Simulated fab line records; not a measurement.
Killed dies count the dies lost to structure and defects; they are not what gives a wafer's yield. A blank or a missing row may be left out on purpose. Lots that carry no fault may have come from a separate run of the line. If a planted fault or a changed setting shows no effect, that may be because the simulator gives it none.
fab line records -- flow nand-harc -- part 1 of 2: steps 1 to 24 of 36
record lots=5, wafers=15, last-day=24
route steps=1159 shown A_SGD_CUT@752 A_SLIT@779
lots with no fault: from the same line, run without faults
start-h: hours from the record's opening day to when the first of the lot's shown wafers began -- wait-h: hours from the lot's prior step to this one -- " repeats the value in the row above -- L1.1+2: a single row standing in for several wafers -- - no value present, or no start provided -- * or withheld: withheld -- < > ~ a bound
route shown NAME@n: names a module that has steps shown in the file, with the first one's number in the route -- usual: mean/standard deviation taken from wafers without a fault -- same: alike in all rows -- chamber/n: place in a boat -- sites: readings site by site -- _std_site: standard deviation of those values -- _edge_site: the outer-site mean with the inner-site mean subtracted -- radius-mm: how far each site lies from the wafer's centre -- mask NAME#n: copy n -- behind: the tool/chamber that last shaped the wafer -- hold: why the lot was held/for how many hours/how that ended -- device: transistor that didn't switch, given as n, p or np -- end of line: tests of these same wafers at the route's end -- a step with no rows: only its recipe -- killed: the dies lost at the first sort to structure and to defects; this is not the yield of the wafer -- map: shows each die of a wafer: x if killed, . if not, _ if none is there
set.NAME: the setting as run; set.NAME@STEP: as run at that earlier step -- model.NAME: the simulator's own value behind a step, which no gauge read
a table for each step, a row for each wafer; lots at some steps of the route
services: the hour from which a tool's chamber was out of use, counted from the record's first day as start-h (under 0 if before that day), plus the number of hours and why
## steps
# step NHARC_A_SGD_CUT_COAT_03
# recipe spin-rpm=1500, resist-thk-nm=90
lot.wafer,tool,chamber,start-h,wait-h
L077.3+5+6,litho-track-06,0,-,-
L089.1+2+3,litho-track-01,0,-,-
L088.2+4+5,litho-track-04,0,-,-
L091.2+5+6,litho-track-01,0,-,-
L095.1+2+5,litho-track-01,0,-,-
# step NHARC_A_SGD_CUT_SOFTBAKE_04
# recipe temp-c=105, time-s=55
# usual heater-power-total-W=188.44/0.13
lot.wafer,tool,chamber,start-h,wait-h,heater-power-total-W
L077.3,litho-track-06,0,-,-,188.70
L077.5,litho-track-06,0,-,-,188.48
L077.6,litho-track-06,0,-,-,188.73
L089.1,litho-track-01,0,-,-,188.41
L089.2,litho-track-01,0,-,-,188.41
L089.3,litho-track-01,0,-,-,188.75
L088.2,litho-track-04,0,-,-,188.41
L088.4,litho-track-04,0,-,-,188.31
L088.5,litho-track-04,0,-,-,188.41
L091.2,litho-track-01,0,-,-,188.40
L091.5,litho-track-01,0,-,-,188.34
L091.6,litho-track-01,0,-,-,188.32
L095.1,litho-track-01,0,-,-,188.63
L095.2,litho-track-01,0,-,-,188.72
L095.5,litho-track-01,0,-,-,188.52
# step NHARC_A_SGD_CUT_EBR_05
lot.wafer,tool,chamber,start-h,wait-h
L077.3+5+6,litho-track-06,0,-,-
L089.1+2+3,litho-track-01,0,-,-
L088.2+4+5,litho-track-04,0,-,-
L091.2+5+6,litho-track-01,0,-,-
L095.1+2+5,litho-track-01,0,-,-
# step NHARC_A_SGD_CUT_EXPOSE_06
# recipe na=1.35, dose-mj=85.59, mask-id=SGD
lot.wafer,tool,chamber,start-h,wait-h,mask
L077.3+5+6,arfi-scanner-02,0,323.38,-,SGD#0
L089.1+2+3,arfi-scanner-03,0,389.75,-,SGD#0
L088.2+4+5,arfi-scanner-03,0,397.80,-,SGD#0
L091.2+5+6,arfi-scanner-01,0,397.96,-,SGD#0
L095.1+2+5,arfi-scanner-02,0,435.92,-,SGD#0
# step NHARC_A_SGD_CUT_PEB_07
# recipe peb-temp-c=100, peb-time-s=65
# usual heater-power-total-W=156.6/0.44
lot.wafer,tool,chamber,start-h,wait-h,heater-power-total-W
L077.3,litho-track-04,0,323.43,0.0,156.0
L077.5,litho-track-04,0,323.43,0.0,157.0
L077.6,litho-track-04,0,323.43,0.0,156.6
L089.1,litho-track-04,0,389.81,0.1,157.0
L089.2,litho-track-04,0,389.81,0.1,156.9
L089.3,litho-track-04,0,389.81,0.1,157.1
L088.2,litho-track-04,0,397.86,0.1,156.2
L088.4,litho-track-04,0,397.86,0.1,157.1
L088.5,litho-track-04,0,397.86,0.1,156.5
L091.2,litho-track-06,0,398.01,0.1,156.8
L091.5,litho-track-06,0,398.01,0.1,157.1
L091.6,litho-track-06,0,398.01,0.1,156.2
L095.1,litho-track-04,0,435.98,0.1,157.2
L095.2,litho-track-04,0,435.98,0.1,156.4
L095.5,litho-track-04,0,435.98,0.1,156.2
# step NHARC_A_SGD_CUT_DEVELOP_08
# recipe develop-time-s=35, dev-temp-c=23
# same develop-time-s=35
lot.wafer,tool,chamber,start-h,wait-h
L077.3+5+6,litho-track-04,0,-,-
L089.1+2+3,litho-track-04,0,-,-
L088.2+4+5,litho-track-04,0,-,-
L091.2+5+6,litho-track-06,0,-,-
L095.1+2+5,litho-track-04,0,-,-
# step NHARC_A_SGD_CUT_CD_MEAS_09
# recipe target-cd-nm=100, landing-energy-ev=500
# usual cd-nm=99.7/0.58
lot.wafer,tool,chamber,start-h,wait-h,cd-nm
L077.3,cd-sem-02,0,323.52,-,99.5
L077.5,cd-sem-02,0,323.52,-,100.5
L077.6,cd-sem-02,0,323.52,-,99.4
L089.1,cd-sem-02,0,389.89,-,99.6
L089.2,cd-sem-02,0,389.89,-,100.2
L089.3,cd-sem-02,0,389.89,-,99.3
L088.2,cd-sem-02,0,397.94,-,99.8
L088.4,cd-sem-02,0,397.94,-,99.9
L088.5,cd-sem-02,0,397.94,-,99.9
L091.2,cd-sem-01,0,398.09,-,99.4
L091.5,cd-sem-01,0,398.09,-,100.2
L091.6,cd-sem-01,0,398.09,-,98.7
L095.1,cd-sem-02,0,436.06,-,99.8
L095.2,cd-sem-02,0,436.06,-,99.5
L095.5,cd-sem-02,0,436.06,-,100.5
# step NHARC_A_SGD_CUT_OVL_MEAS_10
# usual overlay-x-nm=-0.1/0.87, overlay-y-nm=0.0/0.82
lot.wafer,tool,chamber,start-h,wait-h,overlay-x-nm,overlay-y-nm
L077.3,overlay-01,-,323.60,-,0.9,0.8
L077.5,overlay-01,-,323.60,-,0.8,0.3
L077.6,overlay-01,-,323.60,-,0.8,0.1
L089.1,overlay-01,-,389.98,-,-0.3,0.1
L089.2,overlay-01,-,389.98,-,-0.5,0.0
L089.3,overlay-01,-,389.98,-,-1.0,0.7
L088.2,overlay-01,-,398.03,-,0.1,-0.1
L088.4,overlay-01,-,398.03,-,0.7,0.1
L088.5,overlay-01,-,398.03,-,0.3,-0.2
L091.2,overlay-02,-,398.18,-,-0.3,-0.6
L091.5,overlay-02,-,398.18,-,0.4,-0.5
L091.6,overlay-02,-,398.18,-,-0.1,-0.6
L095.1,overlay-02,-,436.15,-,-1.2,-1.5
L095.2,overlay-02,-,436.15,-,-0.7,-1.7
L095.5,overlay-02,-,436.15,-,-0.5,-2.5
# step NHARC_A_SGD_CUT_INSPECT_11
# usual raw-defect-count=17/10
lot.wafer,tool,chamber,start-h,wait-h,raw-defect-count
L077.3,defect-inspect-02,-,323.64,0.0,10
L077.5,defect-inspect-02,-,323.64,0.0,7
L077.6,defect-inspect-02,-,323.64,0.0,12
L089.1,defect-inspect-02,-,390.01,0.0,4
L089.2,defect-inspect-02,-,390.01,0.0,14
L089.3,defect-inspect-02,-,390.01,0.0,10
L088.2,defect-inspect-02,-,398.06,0.0,34
L088.4,defect-inspect-02,-,398.06,0.0,27
L088.5,defect-inspect-02,-,398.06,0.0,28
L091.2,defect-inspect-01,-,398.22,0.0,9
L091.5,defect-inspect-01,-,398.22,0.0,6
L091.6,defect-inspect-01,-,398.22,0.0,8
L095.1,defect-inspect-02,-,436.18,0.0,31
L095.2,defect-inspect-02,-,436.18,0.0,41
L095.5,defect-inspect-02,-,436.18,0.0,31
# step NHARC_A_SGD_CUT_DESCUM_14
# recipe time-s=3, o2-flow-sccm=200, ar-flow-sccm=0, bias-power-w=0, chemistry=O2
# usual drypump-motor-current-A=5.6/0.58, oes-product-au=1.001/0.011, rf-vpp-V=57.8/0.9, showerhead-plenum-p-Torr=1.91/0.093, throttle-valve-pct=11.312/0.0092
lot.wafer,tool,chamber,start-h,wait-h,drypump-motor-current-A,oes-product-au,rf-hours-counter-h,rf-vpp-V,showerhead-plenum-p-Torr,throttle-valve-pct
L077.3,rie-diel-04,3,323.70,0.1,6.7,0.997,4,58.3,1.82,11.298
L077.6,rie-diel-04,2,323.70,0.1,5.4,0.999,-,58.0,1.96,11.311
L077.5,rie-diel-04,3,323.70,0.1,6.7,0.994,-,58.8,1.82,11.301
L089.1,rie-diel-05,2,390.07,0.1,5.1,1.010,3,57.9,2.06,11.311
L089.3,rie-diel-05,3,390.07,0.1,5.2,1.000,3,59.7,1.98,11.308
L089.2,rie-diel-05,0,390.07,0.1,4.9,0.974,2,58.7,1.79,11.310
L088.2,rie-diel-04,0,398.14,0.1,5.9,1.011,12,58.3,1.83,11.302
L088.4,rie-diel-04,1,398.14,0.1,5.6,1.000,12,58.1,1.82,11.319
L088.5,rie-diel-04,3,398.14,0.1,6.7,0.995,-,58.9,1.82,11.318
L091.2,rie-diel-08,3,398.28,0.1,5.8,0.994,9,59.1,2.02,11.322
L091.5,rie-diel-08,3,398.28,0.1,5.8,0.998,-,59.2,2.02,11.298
L091.6,rie-diel-08,0,398.28,0.1,6.1,0.993,-,57.5,1.91,11.300
L095.2,rie-diel-05,0,436.26,0.1,4.9,0.990,4,57.8,1.79,11.297
L095.1,rie-diel-05,1,436.26,0.1,4.7,1.010,6,56.9,1.79,11.306
L095.5,rie-diel-05,3,436.26,0.1,5.2,1.016,-,58.0,1.98,11.314
# step NHARC_A_SGD_CUT_ETCH_58
# recipe target-depth-a=390, over-etch-frac=0.3, time-s=65, ion-energy-ev=80, cf4-flow-sccm=150, ar-flow-sccm=0, rf-w=300, bias-w=100, chemistry=CF4
# usual drypump-motor-current-A=5.5/0.57, oes-product-au=1.000/0.0096, rf-vpp-V=151.0/1.3, showerhead-plenum-p-Torr=1.76/0.079, throttle-valve-pct=13.284/0.0099
lot.wafer,tool,chamber,start-h,wait-h,drypump-motor-current-A,oes-product-au,rf-hours-counter-h,rf-vpp-V,showerhead-plenum-p-Torr,throttle-valve-pct
L077.3,rie-diel-04,0,323.79,0.1,5.9,1.015,4,150.9,1.70,13.293
L077.5,rie-diel-04,2,323.79,0.1,5.4,1.003,-,153.2,1.81,13.280
L077.6,rie-diel-04,3,323.79,0.1,6.6,1.005,-,150.2,1.69,13.286
L089.2,rie-diel-05,3,390.17,0.1,5.2,1.018,3,153.3,1.83,13.305
L089.3,rie-diel-05,0,390.17,0.1,4.9,0.985,2,150.9,1.67,13.274
L089.1,rie-diel-05,1,390.17,0.1,4.7,1.022,3,148.9,1.66,13.288
L088.2,rie-diel-04,1,398.21,0.1,5.6,0.994,12,149.4,1.69,13.277
L088.4,rie-diel-04,3,398.21,0.1,6.6,1.009,12,148.7,1.69,13.301
L088.5,rie-diel-04,2,398.21,0.1,5.4,1.005,-,150.7,1.81,13.296
L091.2,rie-diel-08,3,398.38,0.1,5.8,0.990,9,151.0,1.86,13.283
L091.6,rie-diel-08,0,398.38,0.1,6.1,0.983,-,153.2,1.77,13.280
L091.5,rie-diel-08,1,398.38,0.1,6.3,0.994,-,151.2,1.77,13.281
L095.1,rie-diel-05,1,436.33,0.1,4.7,1.006,6,150.1,1.66,13.299
L095.2,rie-diel-05,0,436.33,0.1,4.9,0.986,4,150.1,1.66,13.284
L095.5,rie-diel-05,2,436.33,0.1,5.2,1.012,-,154.1,1.89,13.289
# step NHARC_A_SGD_CUT_ETCH_59
# recipe target-depth-a=2600, over-etch-frac=0.25, time-s=406.25, ion-energy-ev=200, n2-flow-sccm=150, h2-flow-sccm=150, ar-flow-sccm=0, rf-w=400, bias-w=150, chemistry=N2/H2
# usual drypump-motor-current-A=5.6/0.58, oes-product-au=1.001/0.01, rf-vpp-V=430/3.1, showerhead-plenum-p-Torr=2.03/0.1, throttle-valve-pct=14.171/0.0089
lot.wafer,tool,chamber,start-h,wait-h,drypump-motor-current-A,oes-product-au,rf-hours-counter-h,rf-vpp-V,showerhead-plenum-p-Torr,throttle-valve-pct
L077.3,rie-diel-04,3,-,-,6.7,0.985,4,429,1.94,14.166
L077.5,rie-diel-04,2,-,-,5.4,0.994,-,434,2.09,14.182
L077.6,rie-diel-04,3,-,-,6.6,1.002,-,427,1.94,14.152
L089.2,rie-diel-05,3,-,-,5.3,1.010,3,432,2.11,14.178
L089.1,rie-diel-05,1,-,-,4.7,1.005,3,425,1.90,14.163
L089.3,rie-diel-05,2,-,-,5.1,1.011,3,435,2.20,14.171
L088.4,rie-diel-04,1,-,-,5.6,0.994,12,426,1.93,14.165
L088.2,rie-diel-04,3,-,-,6.7,0.995,12,427,1.93,14.166
L088.5,rie-diel-04,2,-,-,5.4,1.003,-,432,2.09,14.177
L091.2,rie-diel-08,2,-,-,5.0,0.993,8,433,2.13,14.173
L091.6,rie-diel-08,2,-,-,5.0,0.997,-,433,2.13,14.173
L091.5,rie-diel-08,3,-,-,5.8,0.996,-,434,2.16,14.174
L095.2,rie-diel-05,3,-,-,5.2,1.009,5,431,2.11,14.159
L095.1,rie-diel-05,0,-,-,5.0,0.994,4,427,1.91,14.177
L095.5,rie-diel-05,2,-,-,5.2,1.028,-,436,2.20,14.169
# step NHARC_A_SGD_CUT_ETCH_15
# recipe target-depth-a=750, time-s=64.3, ch3f-flow-sccm=50, o2-flow-sccm=30, ar-flow-sccm=200, rf-w=500, bias-w=100, chemistry=CH3F/O2
# usual drypump-motor-current-A=5.6/0.56, oes-product-au=0.961/0.019, rf-vpp-V=263.7/1.9, showerhead-plenum-p-Torr=2.44/0.11, throttle-valve-pct=20.664/0.0099
lot.wafer,tool,chamber,start-h,wait-h,drypump-motor-current-A,oes-product-au,rf-hours-counter-h,rf-vpp-V,showerhead-plenum-p-Torr,throttle-valve-pct
L077.3,rie-diel-04,1,-,-,5.6,0.942,4,260.2,2.34,20.682
L077.5,rie-diel-04,1,-,-,5.6,0.936,-,262.1,2.34,20.672
L077.6,rie-diel-04,2,-,-,5.4,0.952,-,264.7,2.52,20.661
L089.3,rie-diel-05,0,-,-,4.9,0.962,2,262.2,2.31,20.661
L089.2,rie-diel-05,1,-,-,4.7,0.982,3,262.5,2.30,20.661
L089.1,rie-diel-05,2,-,-,5.2,0.967,3,267.4,2.64,20.661
L088.2,rie-diel-04,1,-,-,5.6,0.934,12,261.6,2.34,20.670
L088.4,rie-diel-04,2,-,-,5.4,0.942,11,263.4,2.51,20.666
L088.5,rie-diel-04,0,-,-,5.9,0.935,-,263.8,2.36,20.666
L091.2,rie-diel-08,3,-,-,5.8,0.963,9,266.9,2.59,20.662
L091.5,rie-diel-08,3,-,-,5.8,0.955,-,265.8,2.59,20.673
L091.6,rie-diel-08,0,-,-,6.2,0.958,-,263.9,2.45,20.649
L095.2,rie-diel-05,0,-,-,4.9,0.973,4,261.3,2.31,20.651
L095.1,rie-diel-05,1,-,-,4.7,0.984,7,261.7,2.30,20.665
L095.5,rie-diel-05,2,-,-,5.2,0.981,-,265.3,2.64,20.650
# step NHARC_A_SGD_CUT_ETCH_16
# recipe target-depth-a=3105, time-s=155.2, c4f8-flow-sccm=withheld, o2-flow-sccm=8, ar-flow-sccm=withheld, rf-w=600, bias-w=800, chemistry=C4F8/O2/Ar
# usual oes-product-au=0.973/0.015, rf-vpp-V=722/4.8
lot.wafer,tool,chamber,start-h,wait-h,oes-product-au,rf-hours-counter-h,rf-vpp-V
L077.3,rie-diel-04,3,-,-,0.941,4,718
L077.5,rie-diel-04,3,-,-,0.946,-,718
L077.6,rie-diel-04,0,-,-,0.969,-,719
L089.3,rie-diel-05,0,-,-,0.976,2,717
L089.1,rie-diel-05,1,-,-,0.993,3,715
L089.2,rie-diel-05,3,-,-,0.984,4,726
L088.2,rie-diel-04,3,-,-,0.957,12,719
L088.4,rie-diel-04,0,-,-,0.957,12,719
L088.5,rie-diel-04,2,-,-,0.944,-,724
L091.2,rie-diel-08,3,-,-,0.964,9,728
L091.6,rie-diel-08,0,-,-,0.963,-,723
L091.5,rie-diel-08,1,-,-,0.980,-,723
L095.2,rie-diel-05,3,-,-,0.977,5,726
L095.1,rie-diel-05,0,-,-,0.970,4,716
L095.5,rie-diel-05,0,-,-,0.961,-,716
# step NHARC_A_SGD_CUT_STRIP_60
# recipe c4f8-flow-sccm=withheld, o2-flow-sccm=8, ar-flow-sccm=withheld, bias-w=0, chemistry=C4F8/O2/Ar
lot.wafer,tool,chamber,start-h,wait-h
L077.3+6+5,rie-diel-04,"3,0,1",-,-
L089.3+1+2,rie-diel-05,"0,1,2",-,-
L088.4+2+5,rie-diel-04,"1,2,1",-,-
L091.2+6+5,rie-diel-08,"3,0,1",-,-
L095.2+1+5,rie-diel-05,"1,3,2",-,-
# step NHARC_A_SGD_CUT_STRIP_17
# recipe o2-flow-sccm=500, ar-flow-sccm=0, bias-w=0, chemistry=O2
# usual drypump-motor-current-A=5.6/0.6, oes-product-au=1.002/0.01, rf-vpp-V=57.8/0.89, showerhead-plenum-p-Torr=3.50/0.16, throttle-valve-pct=17.036/0.0087
lot.wafer,tool,chamber,start-h,wait-h,drypump-motor-current-A,oes-product-au,rf-hours-counter-h,rf-vpp-V,showerhead-plenum-p-Torr,throttle-valve-pct
L077.3,rie-diel-04,1,-,-,5.6,0.993,4,56.6,3.36,17.043
L077.5,rie-diel-04,2,-,-,5.4,0.990,-,56.2,3.61,17.025
L077.6,rie-diel-04,3,-,-,6.7,0.995,-,57.7,3.37,17.034
L089.2,rie-diel-05,0,-,-,4.9,0.998,2,57.7,3.32,17.047
L089.3,rie-diel-05,1,-,-,4.7,1.012,3,56.2,3.31,17.052
L089.1,rie-diel-05,2,-,-,5.2,1.016,4,57.4,3.78,17.032
L088.2,rie-diel-04,2,-,-,5.4,1.001,11,57.1,3.60,17.035
L088.4,rie-diel-04,1,-,-,5.6,0.991,12,56.1,3.36,17.037
L088.5,rie-diel-04,2,-,-,5.4,1.004,-,58.5,3.60,17.024
L091.2,rie-diel-08,2,-,-,5.0,0.990,8,58.9,3.68,17.044
L091.6,rie-diel-08,0,-,-,6.2,0.989,-,58.7,3.52,17.022
L091.5,rie-diel-08,1,-,-,6.3,0.993,-,57.7,3.53,17.031
L095.2,rie-diel-05,1,-,-,4.7,1.009,7,57.0,3.31,17.039
L095.1,rie-diel-05,3,-,-,5.2,1.009,5,59.3,3.65,17.040
L095.5,rie-diel-05,2,-,-,5.2,1.019,-,60.4,3.77,17.031
# step NHARC_A_SGD_CUT_PRECLEAN_18
# recipe time-s=*, temp-c=50, bath-age-min=0, chemistry=SC1
lot.wafer,tool,chamber,start-h,wait-h
L077.5+3+6,wet-bench-09,"6,0,3",324.67,-
L089.2+1+3,wet-bench-04,"2,5,6",391.06,-
L088.5+2+4,wet-bench-09,"3,4,7",399.09,-
L091.6+2+5,wet-bench-01,"0,3,4",399.25,-
L095.1+2+5,wet-bench-04,"2,3,4",437.24,-
# step NHARC_A_SGD_CUT_SRD_19
lot.wafer,tool,chamber,start-h,wait-h
L077.5+3+6,wet-bench-09,"6,0,3",-,-
L089.2+1+3,wet-bench-04,"2,5,6",-,-
L088.5+2+4,wet-bench-09,"3,4,7",-,-
L091.6+2+5,wet-bench-01,"0,3,4",-,-
L095.1+2+5,wet-bench-04,"2,3,4",-,-
# step NHARC_A_SGD_CUT_DEP_20
# recipe target-thk-a=1500, temp-c=65, material=SiO2
lot.wafer,tool,chamber,start-h,wait-h
L077.3+5+6,fcvd-01,"0,0,1",324.86,-
L089.2+1+3,fcvd-01,"0,1,1",391.20,-
L088.2+4+5,fcvd-01,"0,0,1",399.24,-
L091.2+5+6,fcvd-02,"0,1,0",399.42,-
L095.1+2+5,fcvd-02,"1,0,1",437.36,-
# step NHARC_A_SGD_CUT_ANNEAL_27
# recipe temp-c=450, time-s=1800
# usual tube-center-temp-C=450/0.038, zone-power-top-pct=11.4/0.6
lot.wafer,tool,chamber,start-h,wait-h,tube-center-temp-C,zone-power-top-pct
L077.3,furnace-08,0,328.26,3.4,449.93,11.0
L077.5,furnace-08,0,328.26,3.4,450.06,10.9
L077.6,furnace-08,0,328.26,3.4,449.99,10.8
L089.1,furnace-08,0,393.53,2.3,449.99,10.8
L089.2,furnace-08,0,393.53,2.3,450.01,11.0
L089.3,furnace-08,0,393.53,2.3,450.01,10.9
L088.2,furnace-02,0,402.36,3.1,449.91,11.6
L088.4,furnace-02,0,402.36,3.1,450,11.7
L088.5,furnace-02,0,402.36,3.1,450.02,11.7
L091.2,furnace-02,0,402.36,2.9,449.97,12.0
L091.5,furnace-02,0,402.36,2.9,450.05,11.7
L091.6,furnace-02,0,402.36,2.9,450,11.6
L095.1,furnace-02,0,440.48,3.1,450.02,11.6
L095.2,furnace-02,0,440.48,3.1,449.99,11.7
L095.5,furnace-02,0,440.48,3.1,450.01,11.7
# step NHARC_A_SGD_CUT_CMP_21
# recipe target-thk-nm=148.19
# usual motor-current-A=12.3/1.5, time-to-endpoint-s=51/3.3
lot.wafer,tool,chamber,start-h,wait-h,motor-current-A,time-to-endpoint-s
L077.3,cmp-04,3,329.73,0.4,12.8,57
L077.5,cmp-04,2,329.73,0.4,12.3,52
L077.6,cmp-04,3,329.73,0.4,13.9,57
L089.2,cmp-02,2,394.98,0.4,11.6,52
L089.1,cmp-02,3,394.98,0.4,12.3,53
L089.3,cmp-02,0,394.98,0.4,13.9,48
L088.2,cmp-02,1,403.81,0.4,10.9,46
L088.4,cmp-02,3,403.81,0.4,12.0,51
L088.5,cmp-02,2,403.81,0.4,11.5,47
L091.2,cmp-02,0,404.01,0.6,12.8,49
L091.6,cmp-02,2,404.01,0.6,10.5,50
L091.5,cmp-02,3,404.01,0.6,12.8,56
L095.2,cmp-03,3,441.97,0.4,9.8,48
L095.1,cmp-03,0,441.97,0.4,13.0,48
L095.5,cmp-03,1,441.97,0.4,14.8,46
# step NHARC_A_SGD_CUT_THK_MEAS_22
# recipe thk-meas-gauge=ellipsometry
# usual thk-nm=148.1/1.4
lot.wafer,tool,chamber,start-h,wait-h,thk-nm
L077.3,film-metro-02,-,329.96,0.2,147.4
L077.5,film-metro-02,-,329.96,0.2,145.5
L077.6,film-metro-02,-,329.96,0.2,148.7
L089.1,film-metro-01,-,395.23,0.2,149.0
L089.2,film-metro-01,-,395.23,0.2,147.7
L089.3,film-metro-01,-,395.23,0.2,148.2
L088.2,film-metro-02,-,404.07,0.2,147.5
L088.4,film-metro-02,-,404.07,0.2,146.8
L088.5,film-metro-02,-,404.07,0.2,146.4
L091.2,film-metro-02,-,404.22,0.2,148.5
L091.5,film-metro-02,-,404.22,0.2,148.2
L091.6,film-metro-02,-,404.22,0.2,146.4
L095.1,film-metro-01,-,442.18,0.2,148.0
L095.2,film-metro-01,-,442.18,0.2,149.0
L095.5,film-metro-01,-,442.18,0.2,146.1
# step NHARC_A_SGD_CUT_SRD_23
lot.wafer,tool,chamber,start-h,wait-h
L077.5+6+3,wet-bench-01,"6,1,3",330.00,0.0
L089.3+2+1,wet-bench-04,"7,2,4",395.28,0.0
L088.2+4+5,wet-bench-09,"1,5,6",404.11,0.0
L091.6+5+2,wet-bench-01,"7,0,3",404.26,0.0
L095.5+1+2,wet-bench-04,"6,0,2",442.23,0.0
# step NHARC_A_SGD_CUT_ETCH_26
# recipe target-depth-a=458, chemistry=dHF, material=SiO2
lot.wafer,tool,chamber,start-h,wait-h
L077.5+6+3,wet-bench-01,"6,1,3",330.02,0.0
L089.3+2+1,wet-bench-04,"7,2,4",395.30,0.0
L088.2+4+5,wet-bench-09,"1,5,6",404.16,0.0
L091.6+5+2,wet-bench-01,"7,0,3",404.29,0.0
L095.5+1+2,wet-bench-04,"6,0,2",442.28,0.0
